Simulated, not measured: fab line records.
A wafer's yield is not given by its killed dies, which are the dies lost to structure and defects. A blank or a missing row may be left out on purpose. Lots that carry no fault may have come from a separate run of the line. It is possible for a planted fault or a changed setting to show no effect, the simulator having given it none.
fab line records	flow nand-harc
[record] lots = 16	wafers = 48	last-day = 24
route steps=1159 shown A_CONTACT@956 A_BLC@985 A_M0@1001
lots untouched by any fault: they come from a run of this same line in which no faults occurred
start-h: hours from the record's first day to the start of the lot's first wafer shown	wait-h: hours since the lot's step before	" the same as in the row above	L1.1+2: one row covering several wafers at once	- either no value or no given start	* or withheld: withheld	< > ~ a bound
route shown NAME@n: NAME is a module with steps in the file, n the number in the route of the first one	usual: mean and standard deviation over wafers with no fault	same: alike in all rows	chamber/n: place in a boat	sites: per-site readings	_std_site: their standard deviation	_edge_site: outer sites' mean less inner sites'	radius-mm: how far each site lies from the wafer's centre	mask NAME#n: copy n	behind: the most recent tool/chamber to have shaped the wafer	hold: why the lot went on hold/how many hours it stayed there/how the hold came to an end	device: which transistor (n, p or np) failed to switch	end of line: tests of these same wafers at the route's end	a step with no rows: only its recipe	killed: dies lost to structure and defects at the first sort, not the wafer's yield	map: the dies of a wafer, with x for killed, . for not killed, _ for no die there
set.NAME: the setting that was run; set.NAME@STEP: the one run at that earlier step	model.NAME: the simulator's own value behind a step, which no gauge read
steps of the route over a sample of lots; a table a step, a row a wafer
services: a tool's chamber out of use, with start hour (start-h, from the record's first day; less than 0 if before it), hours out, and reason
[[steps]]
[step NHARC_A_CONTACT_STRIP_26]
[recipe] o2-flow-sccm = 500	ar-flow-sccm = 0	bias-w = 0	chemistry = O2
[usual] drypump-motor-current-A = 5.8/0.42	oes-product-au = 0.999/0.0085	rf-vpp-V = 57.8/0.91	showerhead-plenum-p-Torr = 3.58/0.16	throttle-valve-pct = 17.037/0.0092
lot.wafer	tool	chamber	start-h	wait-h	drypump-motor-current-A	oes-product-au	rf-hours-counter-h	rf-vpp-V	showerhead-plenum-p-Torr	throttle-valve-pct
L325.4	rie-diel-01	0	-	-	5.3	0.991	10	56.9	3.61	17.038
L325.6	"	1	"	"	5.7	0.994	-	58.6	3.65	17.035
L325.5	"	2	"	"	5.5	0.987	-	57.4	3.33	17.045
L328.2	rie-diel-04	1	-	-	6.2	1.005	42	58.0	3.78	17.048
L328.1	"	3	"	"	6.1	0.984	37	59.4	3.68	17.046
L328.6	"	3	"	"	6.1	1.001	-	59.4	3.68	17.063
L327.3	rie-diel-01	2	-	-	5.6	0.994	15	56.9	3.33	17.051
L327.1	"	0	"	"	5.3	0.989	15	58.4	3.60	17.024
L327.4	"	1	"	"	5.7	0.996	13	57.6	3.64	17.031
L326.4	rie-diel-01	2	-	-	5.6	0.987	16	58.0	3.33	17.030
L326.6	"	0	"	"	5.3	0.997	-	58.9	3.60	17.033
L326.5	"	1	"	"	5.8	0.999	-	56.7	3.64	17.034
L332.2	rie-diel-01	0	-	-	5.3	0.987	23	58.5	3.60	17.038
L332.4	"	1	"	"	5.8	0.979	22	58.8	3.64	17.025
L332.6	"	3	"	"	5.6	0.988	-	57.0	3.67	17.046
L334.1	rie-diel-03	3	-	-	6.4	1.003	11	58.6	3.68	17.035
L334.2	"	1	"	"	6.4	1.002	12	58.0	3.30	17.038
L334.5	"	3	"	"	6.4	1.001	-	58.5	3.68	17.052
L336.3	rie-diel-01	0	-	-	5.3	0.982	26	57.0	3.60	17.037
L336.1	"	2	"	"	5.6	0.997	25	57.3	3.32	17.036
L336.6	"	0	"	"	5.3	0.992	-	57.7	3.60	17.044
L337.1	rie-diel-03	2	-	-	6.8	1.014	22	58.2	3.47	17.026
L337.2	"	3	"	"	6.4	1.001	21	60.1	3.67	17.032
L337.6	"	0	"	"	5.3	1.000	-	59.2	3.80	17.041
L342.3	rie-diel-03	0	-	-	5.2	1.006	26	59.9	3.79	17.045
L342.4	"	1	"	"	6.4	1.006	30	55.9	3.29	17.023
L342.6	"	1	"	"	6.4	1.004	-	56.0	3.29	17.027
L340.4	rie-diel-01	3	-	-	5.6	0.996	29	59.4	3.66	17.046
L340.2	"	0	"	"	5.3	0.992	34	57.8	3.59	17.031
L340.1	"	1	"	"	5.7	0.993	33	57.4	3.63	17.048
L339.1	rie-diel-04	0	-	-	6.0	1.009	5	57.4	3.56	17.037
L339.4	"	1	"	"	6.2	1.008	5	58.3	3.76	17.041
L339.6	"	0	"	"	6.0	1.017	-	58.0	3.56	17.030
L344.1	rie-diel-03	3	-	-	6.4	1.002	36	57.5	3.66	17.036
L344.3	"	1	"	"	6.4	0.996	38	56.6	3.29	17.023
L344.6	"	3	"	"	6.4	1.002	-	58.6	3.66	17.031
L341.1	rie-diel-04	0	-	-	5.9	1.007	7	58.5	3.56	17.045
L341.3	"	1	"	"	6.2	1.012	7	58.0	3.76	17.044
L341.6	"	2	"	"	5.6	1.007	-	58.0	3.80	17.020
L345.3	rie-diel-01	1	-	-	5.8	1.016	2	59.0	3.63	17.057
L345.4	"	2	"	"	5.6	1.003	2	58.0	3.32	17.049
L345.1	"	0	"	"	5.3	1.012	2	60.4	3.59	17.039
L346.1	rie-diel-01	1	-	-	5.8	1.009	2	57.0	3.63	17.031
L346.4	"	3	"	"	5.6	0.992	3	57.5	3.66	17.039
L346.3	"	0	"	"	5.3	0.998	2	58.7	3.59	17.051
L348.4	rie-diel-01	0	-	-	5.3	1.002	6	57.7	3.59	17.044
L348.2	"	3	"	"	5.6	0.989	7	58.3	3.66	17.036
L348.5	"	1	"	"	5.7	1.005	-	57.2	3.63	17.047
[step NHARC_A_CONTACT_CMP_20]
[recipe] t-overpolish-s = 30	target-thk-nm = 300
[usual] motor-current-A = 12.3/1.3	overpolish-run-s = 30.001/0.0092	time-to-endpoint-s = 59.4/2.8
lot.wafer	tool	chamber	start-h	wait-h	motor-current-A	overpolish-run-s	time-to-endpoint-s
L325.4	cmp-01	3	381.65	0.5	14.5	29.996	62.6
L325.6	"	3	"	"	13.8	30.003	62.4
L325.5	"	0	"	"	12.5	29.993	59.9
L328.1	cmp-01	0	395.19	0.6	11.6	29.997	57.8
L328.2	"	1	"	"	10.8	30.003	57.5
L328.6	"	1	"	"	11.0	29.991	54.4
L327.4	cmp-04	2	396.00	0.5	11.0	29.989	57.6
L327.1	"	0	"	"	13.2	29.998	58.2
L327.3	"	1	"	"	11.9	30.004	59.6
L326.4	cmp-03	3	402.90	0.6	13.4	30.000	59.9
L326.5	"	0	"	"	12.7	29.995	55.6
L326.6	"	1	"	"	13.8	29.987	57.6
L332.4	cmp-04	2	435.87	0.4	11.9	29.993	65.3
L332.2	"	0	"	"	13.9	29.998	63.1
L332.6	"	1	"	"	12.6	29.998	62.5
L334.1	cmp-04	3	442.65	0.6	10.7	29.994	64.1
L334.2	"	0	"	"	13.0	30.002	61.8
L334.5	"	0	"	"	12.5	30.009	60.0
L336.3	cmp-01	2	451.79	0.4	11.8	29.986	59.4
L336.1	"	3	"	"	15.6	30.005	59.9
L336.6	"	0	"	"	11.9	29.989	60.1
L337.2	cmp-03	2	472.01	1.1	10.1	30.010	59.3
L337.1	"	3	"	"	12.4	29.993	61.2
L337.6	"	3	"	"	13.4	29.993	63.9
L342.4	cmp-03	2	488.39	0.4	10.4	29.999	57.7
L342.3	"	0	"	"	12.5	30.015	57.2
L342.6	"	2	"	"	10.8	30.013	57.9
L340.2	cmp-01	3	494.29	0.8	15.2	29.991	58.1
L340.4	"	0	"	"	12.1	30.002	54.3
L340.1	"	1	"	"	10.5	29.997	54.8
L339.1	cmp-03	1	500.12	0.7	13.7	30.005	58.5
L339.4	"	2	"	"	10.1	30.004	62.6
L339.6	"	1	"	"	13.8	30.009	59.9
L344.3	cmp-01	2	500.83	0.4	11.8	29.992	57.2
L344.1	"	1	"	"	11.3	30.003	54.9
L344.6	"	3	"	"	14.6	30.013	62.6
L341.3	cmp-04	0	504.43	0.5	13.3	29.987	60.9
L341.1	"	3	"	"	10.9	30.001	62.3
L341.6	"	0	"	"	12.7	29.988	63.9
L345.4	cmp-03	1	513.55	0.4	13.4	29.999	58.8
L345.1	"	2	"	"	10.5	30.013	59.8
L345.3	"	3	"	"	12.4	29.994	61.2
L346.3	cmp-03	0	514.80	0.4	13.0	29.996	62.7
L346.4	"	2	"	"	10.4	30.014	61.7
L346.1	"	3	"	"	12.7	30.000	66.5
L348.4	cmp-01	2	539.09	0.5	12.4	30.010	56.9
L348.2	"	3	"	"	14.6	30.004	59.5
L348.5	"	2	"	"	12.2	30.005	57.3
[step NHARC_A_BLC_DEGAS_30]
[recipe] temp-c = 300	time-s = 60
[usual] heater-power-w = 466/32
lot.wafer	tool	chamber	start-h	wait-h	heater-power-w
L325.4	pvd-sputter-01	-	385.03	-	472
L325.6	"	-	"	"	444
L325.5	"	-	"	"	496
L328.2	pvd-sputter-03	-	397.88	-	425
L328.1	"	-	"	"	476
L328.6	"	-	"	"	484
L327.3	pvd-sputter-03	-	398.69	-	440
L327.4	"	-	"	"	482
L327.1	"	-	"	"	430
L326.4	pvd-sputter-03	-	405.58	-	467
L326.6	"	-	"	"	483
L326.5	"	-	"	"	423
L332.2	pvd-sputter-02	-	438.51	-	414
L332.4	"	-	"	"	538
L332.6	"	-	"	"	429
L334.2	pvd-sputter-01	-	445.34	-	442
L334.1	"	-	"	"	452
L334.5	"	-	"	"	450
L336.1	pvd-sputter-03	-	454.32	-	491
L336.3	"	-	"	"	417
L336.6	"	-	"	"	463
L337.1	pvd-sputter-02	-	474.67	-	483
L337.2	"	-	"	"	420
L337.6	"	-	"	"	487
L342.4	pvd-sputter-02	-	491.22	-	425
L342.3	"	-	"	"	442
L342.6	"	-	"	"	488
L340.4	pvd-sputter-01	-	497.11	-	486
L340.1	"	-	"	"	468
L340.2	"	-	"	"	450
L339.4	pvd-sputter-01	-	502.65	-	489
L339.1	"	-	"	"	469
L339.6	"	-	"	"	448
L344.1	pvd-sputter-02	-	503.69	-	438
L344.3	"	-	"	"	476
L344.6	"	-	"	"	530
L341.3	pvd-sputter-01	-	507.11	-	477
L341.1	"	-	"	"	514
L341.6	"	-	"	"	432
L345.3	pvd-sputter-03	-	516.21	-	484
L345.4	"	-	"	"	466
L345.1	"	-	"	"	502
L346.1	pvd-sputter-03	-	517.36	-	448
L346.4	"	-	"	"	443
L346.3	"	-	"	"	484
L348.2	pvd-sputter-02	-	541.75	-	418
L348.4	"	-	"	"	523
L348.5	"	-	"	"	486
[step NHARC_A_M0_EXPOSE_06]
[recipe] na = 1.35	target-cd-nm = 80	dose-mj = 83.25	mask-id = A_M0
[usual] exposure-dose-mJ-cm2 = 83.27/0.081
lot.wafer	tool	chamber	start-h	wait-h	mask	exposure-dose-mJ-cm2
L325.4	arfi-scanner-03	0	391.55	-	A_M0#0	83.22
L325.5	"	0	"	"	A_M0#0	83.38
L325.6	"	0	"	"	A_M0#0	83.24
L328.1	arfi-scanner-01	0	399.91	-	A_M0#0	83.36
L328.2	"	0	"	"	A_M0#0	83.23
L328.6	"	0	"	"	A_M0#0	83.34
L327.1	arfi-scanner-01	0	403.21	-	A_M0#0	83.32
L327.3	"	0	"	"	A_M0#0	83.37
L327.4	"	0	"	"	A_M0#0	83.36
L326.4	arfi-scanner-03	0	410.20	-	A_M0#0	83.30
L326.5	"	0	"	"	A_M0#0	83.23
L326.6	"	0	"	"	A_M0#0	83.26
L332.2	arfi-scanner-03	0	442.92	-	A_M0#0	83.23
L332.4	"	0	"	"	A_M0#0	83.19
L332.6	"	0	"	"	A_M0#0	83.31
L334.1	arfi-scanner-01	0	449.89	-	A_M0#0	83.22
L334.2	"	0	"	"	A_M0#0	83.30
L334.5	"	0	"	"	A_M0#0	83.23
L336.1	arfi-scanner-03	0	460.57	-	A_M0#0	83.39
L336.3	"	0	"	"	A_M0#0	83.39
L336.6	"	0	"	"	A_M0#0	83.42
L337.1	arfi-scanner-03	0	478.80	-	A_M0#0	110.42
L337.2	"	0	"	"	A_M0#0	110.32
L337.6	"	0	"	"	A_M0#0	110.37
L342.3	arfi-scanner-01	0	496.39	-	A_M0#0	83.10
L342.4	"	0	"	"	A_M0#0	83.10
L342.6	"	0	"	"	A_M0#0	83.13
L340.1	arfi-scanner-03	0	502.49	-	A_M0#0	102.14
L340.2	"	0	"	"	A_M0#0	102.18
L340.4	"	0	"	"	A_M0#0	102.17
L339.1	arfi-scanner-03	0	506.40	-	A_M0#0	102.16
L339.4	"	0	"	"	A_M0#0	102.20
L339.6	"	0	"	"	A_M0#0	102.12
L344.1	arfi-scanner-01	0	507.07	-	A_M0#0	83.32
L344.3	"	0	"	"	A_M0#0	83.22
L344.6	"	0	"	"	A_M0#0	83.33
L341.1	arfi-scanner-03	0	509.27	-	A_M0#0	101.99
L341.3	"	0	"	"	A_M0#0	102.09
L341.6	"	0	"	"	A_M0#0	102.03
L345.1	arfi-scanner-02	0	520.65	-	A_M0#0	83.41
L345.3	"	0	"	"	A_M0#0	83.34
L345.4	"	0	"	"	A_M0#0	83.35
L346.1	arfi-scanner-02	0	521.17	-	A_M0#0	83.25
L346.3	"	0	"	"	A_M0#0	83.25
L346.4	"	0	"	"	A_M0#0	83.35
L348.2	arfi-scanner-02	0	543.96	-	A_M0#0	83.36
L348.4	"	0	"	"	A_M0#0	83.30
L348.5	"	0	"	"	A_M0#0	83.35
[step NHARC_A_M0_CD_MEAS_09]
[recipe] target-cd-nm = 80	landing-energy-ev = 500
[usual] cd-nm = 80.0/0.61
lot.wafer	tool	chamber	start-h	wait-h	hold	cd-nm
L325.4	cd-sem-01	0	391.68	-	-	79.8
L325.5	"	0	"	"	-	79.7
L325.6	"	0	"	"	-	79.8
L328.1	cd-sem-02	0	400.05	-	-	79.7
L328.2	"	0	"	"	-	79.3
L328.6	"	0	"	"	-	79.0
L327.1	cd-sem-03	0	403.35	-	-	79.8
L327.3	"	0	"	"	-	79.3
L327.4	"	0	"	"	-	79.7
L326.4	cd-sem-02	0	410.34	-	-	80.1
L326.5	"	0	"	"	-	79.8
L326.6	"	0	"	"	-	79.3
L332.2	cd-sem-03	0	443.06	-	-	81.4
L332.4	"	0	"	"	-	80.4
L332.6	"	0	"	"	-	81.4
L334.1	cd-sem-03	0	450.04	-	-	80.2
L334.2	"	0	"	"	-	79.4
L334.5	"	0	"	"	-	79.9
L336.1	cd-sem-03	0	460.71	-	-	79.6
L336.3	"	0	"	"	-	80.0
L336.6	"	0	"	"	-	80.3
L337.1	cd-sem-01	0	478.94	-	await-dispo/0.2h/release	97.9
L337.2	"	0	"	"	await-dispo/0.2h/release	98.6
L337.6	"	0	"	"	await-dispo/0.2h/release	97.9
L337.1	cd-sem-01	0	-	-	-	98.5
L337.2	"	0	"	"	-	98.8
L337.6	"	0	"	"	-	97.8
L342.3	cd-sem-01	0	496.53	-	-	79.9
L342.4	"	0	"	"	-	80.4
L342.6	"	0	"	"	-	80.7
L340.1	cd-sem-02	0	502.63	-	await-dispo/0.2h/release	94.4
L340.2	"	0	"	"	await-dispo/0.2h/release	93.7
L340.4	"	0	"	"	await-dispo/0.2h/release	93.9
L340.1	cd-sem-02	0	-	-	-	94.4
L340.2	"	0	"	"	-	94.0
L340.4	"	0	"	"	-	93.6
L339.1	cd-sem-02	0	506.54	-	await-dispo/0.2h/release	92.8
L339.4	"	0	"	"	await-dispo/0.2h/release	93.0
L339.6	"	0	"	"	await-dispo/0.2h/release	93.6
L339.1	cd-sem-02	0	-	-	-	93.0
L339.4	"	0	"	"	-	93.1
L339.6	"	0	"	"	-	93.3
L344.1	cd-sem-01	0	507.21	-	-	79.8
L344.3	"	0	"	"	-	79.9
L344.6	"	0	"	"	-	79.3
L341.1	cd-sem-01	0	509.41	-	await-dispo/0.2h/release	93.2
L341.3	"	0	"	"	await-dispo/0.2h/release	93.0
L341.6	"	0	"	"	await-dispo/0.2h/release	92.9
L341.1	cd-sem-01	0	-	-	-	93.4
L341.3	"	0	"	"	-	93.0
L341.6	"	0	"	"	-	92.8
L345.1	cd-sem-01	0	520.79	-	-	80.1
L345.3	"	0	"	"	-	79.3
L345.4	"	0	"	"	-	79.4
L346.1	cd-sem-01	0	521.31	-	-	78.4
L346.3	"	0	"	"	-	78.7
L346.4	"	0	"	"	-	79.5
L348.2	cd-sem-03	0	544.10	-	-	80.5
L348.4	"	0	"	"	-	80.1
L348.5	"	0	"	"	-	80.1
[[services]]
tool	chamber	start-h	hours	kind
cmp-04	-	360.08	0.6	repair
arfi-scanner-01	-	368.91	4.0	pm
cmp-01	-	375.50	4.0	pm
cmp-03	-	377.37	0.6	repair
cmp-04	-	378.84	1.7	repair
pvd-sputter-02	-	392.03	10.0	pm
arfi-scanner-03	-	427.92	0.9	repair
cmp-03	-	439.45	3.4	repair
rie-diel-01	3	442.07	24.2	repair
arfi-scanner-01	-	443.43	0.7	repair
pvd-sputter-01	-	448.04	17.1	repair
cmp-03	-	449.30	1.0	repair
cmp-03	-	450.34	4.0	pm
pvd-sputter-03	-	458.07	10.0	pm
cmp-03	-	461.23	0.5	repair
cmp-01	-	473.50	4.0	pm
arfi-scanner-03	-	484.00	4.0	pm
rie-diel-01	-	491.83	9.0	pm
arfi-scanner-01	-	495.59	0.5	repair
cmp-01	-	504.65	2.4	repair
arfi-scanner-01	-	511.39	1.6	repair
pvd-sputter-01	-	514.00	10.0	pm
pvd-sputter-01	-	533.83	4.3	repair
arfi-scanner-01	-	540.91	4.0	pm
[[key]]
[first-sign] step = NHARC_A_M0_EXPOSE_06	reading = exposure-dose-mJ-cm2	direction = up	sigmas = 99+	usual = 83.27	struck = 104.18
[effect] step = NHARC_A_M0_CD_MEAS_09	reading = visit	direction = added	through = control-loop
[effect] step = NHARC_A_M0_CD_MEAS_09	reading = cd-nm	direction = up	sigmas = 24	usual = 80.0	struck = 94.6	through = control-loop
met-at NHARC_A_M0_EXPOSE_06
struck-lots L337,L339,L340,L341
later-rows-left-out L337.1,L337.2,L337.6,L340.2,L340.4
sort-left-out L337.1,L337.2,L337.6,L339.1,L339.4,L339.6,L340.1,L340.2,L340.4,L341.1,L341.3,L341.6
[loop-trim] step = NHARC_A_M0_EXPOSE_06	setting = dose	lots = L339,L340,L341
not-acting-at NHARC_A_CONTACT_STRIP_26,NHARC_A_CONTACT_CMP_20,NHARC_A_BLC_DEGAS_30
onset-between 460.57 478.80
[fault] kind = process-parameter-drift	tool = arfi-scanner-03	chamber = -	onset-h = 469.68	steps = NHARC_A_M0_EXPOSE_06	channel = dose-mj	offset = 27.173	shape = step	acts-in = these-recipes-only	stated = 83.25
// sort-left-out: the simulated sort isn't trusted on such a fault, so these wafers' sort isn't shown, and their yield isn't known
// later-rows-left-out: the simulator's readings of these wafers behind a module that went badly wrong aren't trusted and aren't shown, but for the sort
// loop-trim: a control loop set the setting to another value than it would have without faults
